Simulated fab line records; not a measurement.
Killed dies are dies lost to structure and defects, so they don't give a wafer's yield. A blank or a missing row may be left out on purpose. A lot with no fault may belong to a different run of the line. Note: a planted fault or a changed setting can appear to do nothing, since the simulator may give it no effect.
fab line records	flow n5-finfet
[record] lots = 11	wafers = 31	last-day = 17
route steps=1938 shown BEOL_M7@1316 BEOL_M8@1335 PASSIVATION@1936
lots with no fault: from the same line, run without faults
start-h: hours from the record's first day to the start of the lot's first wafer shown	wait-h: how many hours have passed since the lot's step before this one	" identical to the entry in the row above	L1.1+2: a row that stands for several wafers	- no value, or no start given	* or withheld: withheld	< > ~ a bound
route shown NAME@n: a module of which the file shows steps, and the number in the route of the first	usual: mean/standard deviation of fault-free wafers	same: alike in all rows	chamber/n: place in a boat	sites: each site's reading	_std_site: how widely they spread, as a standard deviation	_edge_site: the outer-site mean with the inner-site mean subtracted	radius-mm: for every site, how far away it sits from the centre of the wafer	mask NAME#n: copy n	behind: the most recent tool/chamber to have shaped the wafer	hold: why the lot was held/for how many hours/how that ended	device: whichever transistor did not switch (one of n, p or np)	end of line: the route-end tests of the same wafers	where a step has no rows: the recipe by itself	killed: dies lost to structure and defects at the first sort, not the wafer's yield	map: the dies of a wafer, with x for killed, . for not killed, _ for no die there
set.NAME: the setting the step ran with; set.NAME@STEP: the setting that earlier step ran with	model.NAME: the simulator's own value behind a step, which no gauge read
route steps across a sampled set of lots; one table per step, one row per wafer
services: a tool's chamber out of use, with start hour (start-h, from the record's first day; less than 0 if before it), hours out, and reason
[[steps]]
[step N5_BEOL_M7_CD_MEAS_35]
[recipe] target-cd-nm = 40	polarity = opening
[usual] cd-nm = 40.5/1.1
lot.wafer	tool	chamber	start-h	wait-h	cd-nm
L348.1	cd-sem-03	-	220.91	0.0	42.5
L348.2	"	-	"	"	41.3
L348.3	"	-	"	"	42.4
L349.1	cd-sem-02	-	227.03	0.0	39.5
L349.5	"	-	"	"	40.0
L349.6	"	-	"	"	39.8
L350.1	cd-sem-01	-	232.63	0.0	41.0
L350.5	"	-	"	"	41.3
L351.1	cd-sem-03	-	243.42	0.0	39.1
L351.3	"	-	"	"	39.5
L353.1	cd-sem-02	-	252.59	0.0	41.0
L353.3	"	-	"	"	42.3
L353.4	"	-	"	"	40.0
L354.1	cd-sem-01	-	253.00	0.0	39.4
L354.2	"	-	"	"	39.4
L354.6	"	-	"	"	39.1
L360.1	cd-sem-01	-	294.23	0.0	43.2
L360.2	"	-	"	"	41.5
L360.6	"	-	"	"	40.3
L362.1	cd-sem-03	-	318.24	0.0	40.7
L362.2	"	-	"	"	40.2
L362.3	"	-	"	"	40.6
L364.1	cd-sem-03	-	319.22	0.0	41.5
L364.3	"	-	"	"	40.9
L364.6	"	-	"	"	40.9
L365.2	cd-sem-03	-	331.23	0.0	40.6
L365.3	"	-	"	"	40.5
L365.6	"	-	"	"	40.7
L366.1	cd-sem-03	-	336.02	0.0	40.6
L366.3	"	-	"	"	39.2
L366.6	"	-	"	"	38.1
[step N5_BEOL_M7_CURE_75]
[recipe] temp-c = 370	time-s = 120	ambient = DMADMS/He	material = SiCOH_lowk
[usual] lamp-power-pct = 52.32/0.057	wafer_temp_C_max = 371.9/0.7
lot.wafer	tool	chamber	start-h	wait-h	lamp-power-pct	wafer_temp_C_max
L348.1	uv-cure-03	0	220.95	0.0	52.27	371.7
L348.2	"	0	"	"	52.35	371.4
L348.3	"	0	"	"	52.36	371.5
L349.1	uv-cure-02	1	227.07	0.0	52.29	371.2
L349.5	"	1	"	"	52.36	371.7
L349.6	"	1	"	"	52.25	371.6
L350.1	uv-cure-02	1	232.67	0.0	52.34	372.3
L350.5	"	1	"	"	52.34	371.8
L351.1	uv-cure-01	2	243.46	0.0	52.30	372.3
L351.3	"	2	"	"	52.26	372.6
L353.1	uv-cure-01	1	252.63	0.0	52.27	370.9
L353.3	"	1	"	"	52.35	371.3
L353.4	"	1	"	"	52.36	371.3
L354.1	uv-cure-01	2	253.04	0.0	52.26	372.0
L354.2	"	2	"	"	52.34	372.3
L354.6	"	2	"	"	52.25	372.2
L360.1	uv-cure-03	1	294.28	0.0	52.21	371.1
L360.2	"	1	"	"	52.40	370.7
L360.6	"	1	"	"	52.41	372.1
L362.1	uv-cure-01	2	318.28	0.0	52.23	372.9
L362.2	"	2	"	"	52.25	372.6
L362.3	"	2	"	"	52.39	372.4
L364.1	uv-cure-01	2	319.26	0.0	52.37	373.0
L364.3	"	2	"	"	52.34	372.2
L364.6	"	2	"	"	52.39	372.4
L365.2	uv-cure-01	1	331.32	0.1	52.28	371.6
L365.3	"	1	"	"	52.22	371.4
L365.6	"	1	"	"	52.36	371.1
L366.1	uv-cure-02	0	336.30	0.3	52.45	373.0
L366.3	"	0	"	"	52.43	372.4
L366.6	"	0	"	"	52.30	372.5
[step N5_BEOL_M7_THK_MEAS_53]
[recipe] thk-meas-gauge = xrf	reads = Cu_of_BEOL_M7_ECD_50
[usual] M7_THK = 80/3.1
lot.wafer	tool	chamber	start-h	wait-h	M7_THK[nm]
L348.1	film-metro-02	-	224.37	-	79
L348.2	"	-	"	"	75
L348.3	"	-	"	"	77
L349.1	film-metro-02	-	229.78	-	80
L349.5	"	-	"	"	82
L349.6	"	-	"	"	79
L350.1	film-metro-01	-	235.12	-	79
L350.5	"	-	"	"	81
L351.1	film-metro-01	-	247.28	-	76
L351.3	"	-	"	"	81
L353.1	film-metro-01	-	254.66	-	73
L353.3	"	-	"	"	78
L353.4	"	-	"	"	80
L354.1	film-metro-02	-	258.30	-	80
L354.2	"	-	"	"	77
L354.6	"	-	"	"	74
L360.1	film-metro-02	-	296.53	-	84
L360.2	"	-	"	"	78
L360.6	"	-	"	"	81
L362.1	film-metro-01	-	321.30	-	77
L362.2	"	-	"	"	78
L362.3	"	-	"	"	77
L364.1	film-metro-01	-	322.10	-	81
L364.3	"	-	"	"	81
L364.6	"	-	"	"	81
L365.2	film-metro-01	-	335.66	-	73
L365.3	"	-	"	"	82
L365.6	"	-	"	"	83
L366.1	film-metro-01	-	338.50	-	82
L366.3	"	-	"	"	86
L366.6	"	-	"	"	86
[step N5_BEOL_M8_PECVD_70]
[recipe] material = SiO2	target-thk-a = 200	temp-c = 400	precursor = TEOS/O2	pressure-torr = 5.5	rf-w = 450	teos-flow-sccm = 53.8	gas = O2	flow-sccm = 3000	time-s = 22.7
[usual] heater-power-outer-w = 430/48	heater-power-w = 723/71	rf-fwd-power-W = 444.6/1.7	showerhead-plenum-p-Torr = 8.78/0.073	susceptor-temp-C = 400.01/0.23	throttle-valve-pct = 21.7/0.88
lot.wafer	tool	chamber	start-h	wait-h	heater-power-outer-w	heater-power-w	rf-fwd-power-W	showerhead-plenum-p-Torr	susceptor-temp-C	throttle-valve-pct
L348.1	pecvd-01	0	225.18	0.0	343	620	441.8	8.88	399.94	21.1
L348.2	"	1	"	"	402	704	443.9	8.68	399.96	22.3
L348.3	"	0	"	"	345	622	445.3	8.88	400.07	21.1
L349.1	pecvd-01	1	230.59	0.0	401	689	445.0	8.67	400.18	22.5
L349.5	"	1	"	"	408	704	443.0	8.67	400.03	22.6
L349.6	"	1	"	"	406	700	445.3	8.66	399.98	22.7
L350.1	pecvd-03	2	236.67	0.0	520	866	445.8	8.74	400.15	21.9
L350.5	"	0	"	"	465	730	445.7	8.70	399.79	22.3
L351.1	pecvd-03	2	248.12	0.0	480	874	444.4	8.74	400.24	22.0
L351.3	"	0	"	"	379	644	442.2	8.74	400.03	22.1
L353.1	pecvd-01	0	255.95	0.0	180	360	445.9	8.86	332.10	21.4
L353.3	"	1	"	"	369	641	443.7	8.71	399.75	22.2
L353.4	"	2	"	"	466	746	443.7	8.79	400.09	20.4
L354.1	pecvd-01	0	259.62	0.0	177	370	444.4	8.86	332.17	20.9
L354.2	"	1	"	"	333	584	444.2	8.68	400.07	22.4
L354.6	"	0	"	"	184	376	444.9	8.87	331.98	21.4
L360.1	pecvd-03	0	297.34	0.0	476	769	443.3	8.73	400.22	22.1
L360.2	"	2	"	"	525	886	446.8	8.74	399.63	22.1
L360.6	"	2	"	"	525	840	445.9	8.74	399.68	22.3
L362.1	pecvd-01	1	322.58	0.0	413	709	443.4	8.72	400.20	22.4
L362.2	"	0	"	"	378	691	444.8	8.86	399.94	21.3
L362.3	"	2	"	"	402	662	445.9	8.79	399.91	20.4
L364.1	pecvd-04	1	323.21	0.0	469	785	444.6	8.93	399.88	23.2
L364.3	"	1	"	"	471	794	445.2	8.90	400.21	23.3
L364.6	"	1	"	"	472	810	444.4	8.93	400.04	23.2
L365.2	pecvd-03	2	336.50	0.0	432	770	447.4	8.74	400.05	22.2
L365.3	"	2	"	"	441	774	446.9	8.75	400.18	22.4
L365.6	"	2	"	"	447	753	446.1	8.76	400.25	22.2
L366.1	pecvd-01	1	339.31	0.0	396	717	445.4	8.69	399.69	22.6
L366.3	"	0	"	"	367	655	444.4	8.85	400.02	21.2
L366.6	"	1	"	"	414	708	443.2	8.70	400.13	22.4
[step N5_BEOL_M8_CMP_52]
[recipe] stop-on = SiCOH_lowk	t-overpolish-s = 6.9	down-force-psi = 1	platen-rpm = 50	clearing-platen-down-force-psi = 1.5	clearing-platen-rpm = 50	post-cmp-clean = cu-alkaline	target-thk-nm = 80	clearing-platen-pad-velocity-m-s = 0.99484	pad-velocity-m-s = 0.99484
[usual] barrier-field-endpoint-s = 28.6/0.97	edge-zone-pressure-frac = 1.000/0.0052	motor-current-A = 6.3/0.63
lot.wafer	tool	chamber	start-h	wait-h	barrier-field-endpoint-s	edge-zone-pressure-frac	motor-current-A
L348.3	cmp-01	2	233.21	0.2	27.7	0.997	5.5
L348.1	"	3	"	"	28.0	1.007	5.8
L348.2	"	0	"	"	26.9	0.999	7.2
L349.1	cmp-03	0	237.75	0.4	29.0	1.011	5.7
L349.5	"	1	"	"	29.1	0.998	6.9
L349.6	"	2	"	"	28.3	1.002	7.1
L350.1	cmp-01	3	243.51	0.4	29.5	1.006	5.5
L350.5	"	1	"	"	28.9	1.001	6.0
L351.1	cmp-03	2	259.88	0.3	26.8	1.012	7.0
L351.3	"	3	"	"	29.1	1.000	7.2
L354.2	cmp-04	3	264.23	0.2	28.4	0.992	6.2
L354.1	"	2	"	"	37.7	1.002	5.7
L354.6	"	3	"	"	36.5	0.991	5.6
L353.4	cmp-04	2	267.17	0.1	29.6	0.992	5.4
L353.1	"	3	"	"	38.3	1.004	6.0
L353.3	"	1	"	"	28.7	0.998	6.5
L360.2	cmp-04	3	302.36	0.2	27.0	0.996	5.9
L360.1	"	1	"	"	27.9	1.008	6.7
L360.6	"	0	"	"	27.3	1.000	6.4
L362.3	cmp-04	0	329.42	0.2	27.1	0.999	6.3
L362.2	"	2	"	"	29.3	1.001	5.4
L362.1	"	3	"	"	28.6	1.002	6.2
L364.1	cmp-03	2	329.80	0.3	26.5	1.003	6.5
L364.3	"	3	"	"	27.7	1.004	7.1
L364.6	"	1	"	"	27.9	1.002	7.2
L365.3	cmp-04	3	343.17	0.2	29.3	1.011	6.2
L365.2	"	0	"	"	28.0	1.001	6.2
L365.6	"	3	"	"	28.9	1.001	6.1
L366.1	cmp-04	0	347.65	0.3	27.5	0.999	6.6
L366.3	"	1	"	"	29.4	0.989	6.6
L366.6	"	1	"	"	29.0	0.996	6.8
[step N5_PASSIVATION_PROBE_49]
[usual] defect-limited-yield = 91.8/1.5	killed_at_M0_to_M3 = 33/11	killed_at_M4_up = 13/5	killed-at-contacts = 11/5.6	killed-at-front-end = 36/12	killed-at-other = 3.4/2.5	killed-dies = 97/18	killed-open = 64/13	killed-short = 31/6.9	sort_bin_4_leakage = 0.01/0.048	sort_bin_5_function = 4.8/1	sort_bin_6_memory = 3.1/0.64	sort-n-pass = 1083/18	sort-yield-pct = 91.8/1.5
[same] gross-dies = 1180	killed-at-back-side = 0	sort_bin_8_speed[%] = 0
lot.wafer	tool	chamber	start-h	wait-h	defect-limited-yield[%]	killed_at_M0_to_M3	killed_at_M4_up	killed-at-contacts	killed-at-front-end	killed-at-other	killed-dies	killed-open	killed-short	sort_bin_4_leakage[%]	sort_bin_5_function[%]	sort_bin_6_memory[%]	sort-n-pass	sort-yield-pct[%]
L349.1	prober-02	-	300.55	0.0	92.6	16	19	11	36	5	87	59	26	0	4.7	2.5	1093	92.6
L349.5	prober-02	-	300.75	0.2	92.1	22	19	19	28	5	93	72	21	0	5.2	2.5	1087	92.1
L349.6	prober-02	-	300.80	0.3	91.9	25	12	12	41	5	95	63	30	0	5.3	2.7	1085	91.9
L353.1	prober-01	-	325.45	0.0	90.9	34	13	11	49	0	107	65	27	0	4.8	3.2	1073	90.9
L353.3	prober-01	-	325.55	0.1	92.8	24	23	11	27	0	85	51	32	0	4.3	2.8	1095	92.8
L353.4	prober-01	-	325.60	0.2	91.3	20	15	13	53	2	103	70	21	0	4.5	3.1	1077	91.3
L351.1	prober-01	-	327.44	0.0	93.6	20	7	11	32	6	76	49	26	0	3.1	3.1	1104	93.6
L351.3	prober-01	-	327.54	0.1	92.5	24	12	16	35	1	88	59	28	0.17	4.1	3.2	1090	92.4
L354.2	prober-01	-	327.79	0.4	91.5	14	20	12	51	3	100	67	32	0	5.4	2.8	1080	91.5
L354.6	prober-01	-	327.99	0.6	90.3	38	13	9	46	8	114	77	34	0	6.0	3.2	1066	90.3
L360.1	prober-02	-	370.08	0.0	90.5	39	12	14	41	6	112	77	30	0	5.9	3.1	1068	90.5
L360.2	prober-02	-	370.13	0.1	91.3	44	15	19	22	3	103	66	34	0	4.8	3.4	1077	91.3
L360.6	prober-02	-	370.33	0.3	92.0	47	10	8	26	3	94	68	25	0	5.2	2.4	1086	92.0
L364.1	prober-01	-	393.27	0.0	90.1	35	15	24	42	1	117	77	39	0	6.3	3.3	1063	90.1
L364.3	prober-01	-	393.37	0.1	89.9	38	18	21	38	4	119	83	35	0	6.2	3.6	1061	89.9
L364.6	prober-01	-	393.52	0.3	92.2	23	10	18	40	1	92	55	37	0	4.3	3.4	1088	92.2
L362.1	prober-02	-	400.22	0.0	91.9	44	7	17	20	8	96	66	28	0	5.3	2.8	1084	91.9
L362.2	prober-02	-	400.27	0.1	93.1	36	3	11	27	4	81	53	28	0	4.2	2.5	1099	93.1
L362.3	prober-02	-	400.32	0.1	92.5	38	8	5	32	6	89	54	35	0	4.0	3.1	1091	92.5
L365.2	prober-02	-	409.43	0.1	93.3	36	4	10	29	0	79	51	28	0	4.1	2.5	1101	93.3
L365.3	prober-02	-	409.48	0.1	93.1	26	20	3	33	0	82	57	24	0	3.7	2.9	1098	93.1
L365.6	prober-02	-	409.63	0.3	90.9	38	17	13	39	0	107	80	27	0	5.2	3.9	1073	90.9
// killed by level:class
L349.1 STI_FIN_REVEAL:geometric-particle:open=10 FIN_SAQP:geometric-particle:open=7 MOL_CONTACT_COAG:geometric-particle:open=7 BEOL_M4:geometric-particle:open=7 BEOL_M0_SAQP:geometric-particle:open=6 DUMMY_GATE:geometric-particle:open=4 BEOL_M0_SAQP:geometric-particle:short=4 MOL_CONTACT_COAG:geometric-particle:short=4
L349.5 MOL_CONTACT_COAG:geometric-particle:open=16 STI_FIN_REVEAL:geometric-particle:open=9 BEOL_M0_SAQP:geometric-particle:short=8 BEOL_M4:geometric-particle:open=7 BEOL_M2:geometric-particle:open=6 FIN_SAQP:geometric-particle:open=5 BEOL_M0_SAQP:geometric-particle:open=4 BEOL_M5:geometric-particle:open=4
L349.6 STI_FIN_REVEAL:geometric-particle:open=12 MOL_CONTACT_COAG:geometric-particle:open=9 GATE_CUT:geometric-particle:short=7 BEOL_M0_SAQP:geometric-particle:open=7 DUMMY_GATE:geometric-particle:open=6 BEOL_M2:geometric-particle:open=6 FIN_SAQP:geometric-particle:open=4 BEOL_M0_SAQP:geometric-particle:short=4
L353.1 HKMG_FIN:area-etch=11 MOL_CONTACT_COAG:geometric-particle:open=10 BEOL_M0_SAQP:geometric-particle:open=10 BEOL_M0_SAQP:geometric-particle:short=8 BEOL_M1:geometric-particle:open=8 FIN_SAQP:geometric-particle:open=6 DUMMY_GATE:geometric-particle:open=6 FIN_SAQP:geometric-particle:short=5
L353.3 MOL_CONTACT_COAG:geometric-particle:open=8 BEOL_M4:geometric-particle:open=8 BEOL_M0_SAQP:geometric-particle:short=7 FIN_SAQP:geometric-particle:open=6 BEOL_M0_SAQP:geometric-particle:open=5 BEOL_M2:geometric-particle:open=5 BEOL_M4:geometric-particle:short=5 STARTING-WAFER:geometric-particle:open=5
L353.4 STI_FIN_REVEAL:geometric-particle:open=21 MOL_CONTACT_COAG:geometric-particle:open=10 HKMG_FIN:area-etch=10 BEOL_M2:geometric-particle:open=9 FIN_SAQP:geometric-particle:open=8 DUMMY_GATE:geometric-particle:open=4 MOL_CONTACT_COAG:geometric-particle:short=3 BEOL_M2:geometric-particle:short=3
L351.1 MOL_CONTACT_COAG:geometric-particle:open=10 FIN_SAQP:geometric-particle:short=8 FIN_SAQP:geometric-particle:open=7 BEOL_M3:geometric-particle:open=7 BEOL_M0_SAQP:geometric-particle:open=5 PASS1_CAP:geometric-particle:short=4 STARTING-WAFER:geometric-particle:short=4 STI_FIN_REVEAL:geometric-particle:open=3
L351.3 STI_FIN_REVEAL:geometric-particle:open=10 MOL_CONTACT_COAG:geometric-particle:open=10 FIN_SAQP:geometric-particle:open=8 BEOL_M4:geometric-particle:open=7 MOL_CONTACT_COAG:geometric-particle:short=6 GATE_CUT:geometric-particle:short=5 BEOL_M2:geometric-particle:open=5 BEOL_M0_SAQP:geometric-particle:short=4
L354.2 STI_FIN_REVEAL:geometric-particle:open=15 FIN_SAQP:geometric-particle:short=13 MOL_CONTACT_COAG:geometric-particle:open=10 FIN_SAQP:geometric-particle:open=9 BEOL_M4:geometric-particle:open=8 DUMMY_GATE:geometric-particle:open=5 BEOL_M1:geometric-particle:open=5 BEOL_M1:geometric-particle:short=4
L354.6 FIN_SAQP:geometric-particle:open=13 FIN_SAQP:geometric-particle:short=11 BEOL_M0_SAQP:geometric-particle:open=8 BEOL_M0:geometric-particle:open=7 BEOL_M1:geometric-particle:open=7 BEOL_M4:geometric-particle:open=7 STI_FIN_REVEAL:geometric-particle:open=6 BEOL_M0_SAQP:geometric-particle:short=6
L360.1 BEOL_M0_SAQP:geometric-particle:open=12 BEOL_M2:geometric-particle:open=12 MOL_CONTACT_COAG:geometric-particle:open=11 FIN_SAQP:geometric-particle:open=10 STI_FIN_REVEAL:geometric-particle:open=5 STARTING-WAFER:geometric-particle:short=5 BEOL_M0_SAQP:geometric-particle:short=5 BEOL_M1:geometric-particle:open=5
L360.2 MOL_CONTACT_COAG:geometric-particle:open=14 BEOL_M0_SAQP:geometric-particle:open=14 BEOL_M0_SAQP:geometric-particle:short=10 BEOL_M1:geometric-particle:open=8 BEOL_M2:geometric-particle:open=6 STI_FIN_REVEAL:geometric-particle:open=5 MOL_CONTACT_COAG:geometric-particle:short=5 STI_FIN_REVEAL:geometric-particle:short=4
L360.6 BEOL_M0_SAQP:geometric-particle:short=13 BEOL_M1:geometric-particle:open=10 BEOL_M2:geometric-particle:open=10 MOL_CONTACT_COAG:geometric-particle:open=8 STI_FIN_REVEAL:geometric-particle:open=7 BEOL_M0_SAQP:geometric-particle:open=5 BEOL_M3:geometric-particle:open=5 STARTING-WAFER:geometric-particle:open=5
L364.1 MOL_CONTACT_COAG:geometric-particle:open=21 BEOL_M0_SAQP:geometric-particle:short=9 GATE_CUT:geometric-particle:short=9 BEOL_M0_SAQP:geometric-particle:open=8 FIN_SAQP:geometric-particle:open=7 BEOL_M2:geometric-particle:open=7 FIN_SAQP:geometric-particle:short=6 BEOL_M1:geometric-particle:open=6
L364.3 MOL_CONTACT_COAG:geometric-particle:open=20 BEOL_M2:geometric-particle:open=9 GATE_CUT:geometric-particle:short=8 BEOL_M0_SAQP:geometric-particle:open=8 BEOL_M3:geometric-particle:open=7 BEOL_M5:geometric-particle:open=7 FIN_SAQP:geometric-particle:short=5 BEOL_M2:geometric-particle:short=5
L364.6 MOL_CONTACT_COAG:geometric-particle:open=13 FIN_SAQP:geometric-particle:open=12 FIN_SAQP:geometric-particle:short=10 BEOL_M0_SAQP:geometric-particle:short=8 BEOL_M0_SAQP:geometric-particle:open=6 MOL_CONTACT_COAG:geometric-particle:short=5 STI_FIN_REVEAL:geometric-particle:open=4 BEOL_M2:geometric-particle:open=4
L362.1 BEOL_M2:geometric-particle:open=20 MOL_CONTACT_COAG:geometric-particle:open=13 BEOL_M0_SAQP:geometric-particle:short=12 BEOL_M0_SAQP:geometric-particle:open=7 FIN_SAQP:geometric-particle:open=3 STI_FIN_REVEAL:geometric-particle:open=3 MOL_CONTACT_COAG:geometric-particle:short=3 FIN_SAQP:geometric-particle:short=2
L362.2 MOL_CONTACT_COAG:geometric-particle:open=11 BEOL_M0_SAQP:geometric-particle:short=9 BEOL_M3:geometric-particle:open=9 BEOL_M0_SAQP:geometric-particle:open=8 FIN_SAQP:geometric-particle:short=7 BEOL_M2:geometric-particle:open=5 STI_FIN_REVEAL:geometric-particle:open=3 DUMMY_GATE:geometric-particle:open=3
L362.3 BEOL_M0_SAQP:geometric-particle:short=9 BEOL_M2:geometric-particle:open=6 DUMMY_GATE:geometric-particle:open=6 BEOL_M1:geometric-particle:open=6 BEOL_M3:geometric-particle:open=6 STARTING-WAFER:geometric-particle:short=6 BEOL_M0_SAQP:geometric-particle:open=5 MOL_CONTACT_COAG:geometric-particle:open=4
L365.2 MOL_CONTACT_COAG:geometric-particle:open=9 FIN_SAQP:geometric-particle:short=8 BEOL_M1:geometric-particle:open=7 BEOL_M0:geometric-particle:open=5 BEOL_M2:geometric-particle:open=5 BEOL_M3:geometric-particle:open=5 STI_FIN_REVEAL:geometric-particle:open=4 GATE_CUT:geometric-particle:short=4
L365.3 BEOL_M4:geometric-particle:open=11 STI_FIN_REVEAL:geometric-particle:open=8 BEOL_M2:geometric-particle:open=8 BEOL_M3:geometric-particle:short=5 STARTING-WAFER:geometric-particle:open=5 FIN_SAQP:geometric-particle:open=4 BEOL_M0_SAQP:geometric-particle:open=4 FIN_SAQP:geometric-particle:short=3
L365.6 BEOL_M2:geometric-particle:open=11 BEOL_M4:geometric-particle:open=11 FIN_SAQP:geometric-particle:short=10 MOL_CONTACT_COAG:geometric-particle:open=10 DUMMY_GATE:geometric-particle:open=10 BEOL_M3:geometric-particle:open=7 STI_FIN_REVEAL:geometric-particle:open=6 BEOL_M1:geometric-particle:open=6
[[services]]
tool	chamber	start-h	hours	kind
uv-cure-01	-	197.32	2.1	pm
pecvd-01	-	198.46	1.8	repair
cmp-04	-	199.68	1.3	repair
cmp-01	-	211.66	0.2	repair
cmp-04	-	217.46	3.4	pm
pecvd-03	-	221.28	2.8	pm
pecvd-01	0	226.24	23.5	repair
cmp-04	-	229.89	4.0	pm
pecvd-01	2	233.26	6.5	repair
pecvd-01	-	237.10	5.5	pm
uv-cure-03	-	243.66	1.0	pm
pecvd-01	-	246.30	0.3	repair
cmp-01	-	260.34	2.1	repair
pecvd-01	-	265.34	11.7	repair
uv-cure-02	-	277.68	1.0	pm
cmp-03	-	286.72	6.2	pm
cmp-01	-	293.55	4.3	pm
cmp-01	-	308.44	1.4	repair
uv-cure-03	-	309.70	7.1	pm
cmp-04	-	317.77	1.3	repair
cmp-01	-	326.80	2.6	repair
pecvd-03	1	333.33	3.7	repair
cmp-01	-	343.56	52.0	repair
cmp-03	-	343.74	17.0	pm
[[key]]
[first-sign] step = N5_BEOL_M8_PECVD_70	reading = susceptor-temp-C	direction = down	sigmas = 99+	usual = *	struck = *
[effect] step = N5_BEOL_M8_PECVD_70	reading = heater-power-outer-w	direction = down	sigmas = 5.2	usual = *	struck = *
[effect] step = N5_BEOL_M8_CMP_52	reading = barrier-field-endpoint-s	direction = up	sigmas = 9.1	usual = 28.6	struck = 37.5
met-at N5_BEOL_M8_PECVD_70
struck-lots L353,L354
struck-wafers L353.1,L354.1,L354.6
[baseline-loss] step = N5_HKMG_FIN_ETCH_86	wafers = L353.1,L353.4
not-acting-at N5_BEOL_M7_CD_MEAS_35,N5_BEOL_M7_CURE_75,N5_BEOL_M7_THK_MEAS_53
onset-between 225.18 255.95
[fault] kind = process-parameter-drift	tool = pecvd-01	chamber = 0	onset-h = 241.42	steps = N5_BEOL_M8_PECVD_70	channel = temp-c	offset = *	shape = step	end-h = 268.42	acts-in = *	stated = *
// baseline-loss: these wafers lose ten dies or more at that step, a loss of the line's own and not of a fault; the sort's usual values leave them out
